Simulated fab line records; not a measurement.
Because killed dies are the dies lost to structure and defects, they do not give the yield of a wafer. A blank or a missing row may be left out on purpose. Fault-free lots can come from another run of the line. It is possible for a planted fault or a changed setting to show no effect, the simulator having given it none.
Matching of chambers | flow n5-finfet | pecvd-01 running N5_BEOL_M2_DEP_57: 3 sister chambers
The step deposits SiCN from 3MS/NH3, target thk 8 nm, time 14 s. 3 wafers are shown with their chamber, then 12 later ones without.

== WAFERS PAIRED WITH THEIR CHAMBERS ==
wafer  | chamber | showerhead-plenum-p-Torr (Torr)
L089.5 | 2       | 3.657
L088.4 | 0       | 3.655
L088.5 | 1       | 3.672

== WAFERS MISSING THEIR CHAMBER ==
wafer  | showerhead-plenum-p-Torr (Torr)
L091.1 | 3.681
L091.2 | 3.661
L091.4 | 3.665
L093.1 | 3.657
L093.3 | 3.654
L093.4 | 3.671
L094.3 | 3.649
L094.4 | 3.657
L094.6 | 3.648
L095.2 | 3.659
L095.5 | 3.650
L095.6 | 3.673

== WHICH CHAMBER EACH ONE RAN IN ==
wafer  | from the rows above          | in truth
L091.1 | 1                            | 1
L091.2 | can't be placed: 2 or 0 or 1 | 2
L091.4 | can't be placed: 1 or 2 or 0 | 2
L093.1 | can't be placed: 2 or 0      | 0
L093.3 | can't be placed: 0 or 2      | 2
L093.4 | 1                            | 1
L094.3 | can't be placed: 0 or 2      | 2
L094.4 | can't be placed: 2 or 0      | 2
L094.6 | can't be placed: 0 or 2      | 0
L095.2 | can't be placed: 2 or 0      | 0
L095.5 | can't be placed: 0 or 2      | 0
L095.6 | 1                            | 1
Correctly placed: 3 of 12. Cannot be placed on the basis of these rows: 9; the candidates contain the true chamber in 9. Number placed wrongly: 0.
How it was worked out, from the rows above alone: a wafer's distance from a chamber is the root of the sum, over the readings, of the square of ((its reading less the chamber's mean) divided by the reading's scatter). The wafer belongs to the nearest chamber; if the next one is less than 2 further off, it can't be placed. Each chamber's mean is taken over the wafers shown for it. The scatter (one wafer shown for each chamber): square how far every hidden wafer sits from the nearest shown wafer, average those squares and take the square root.
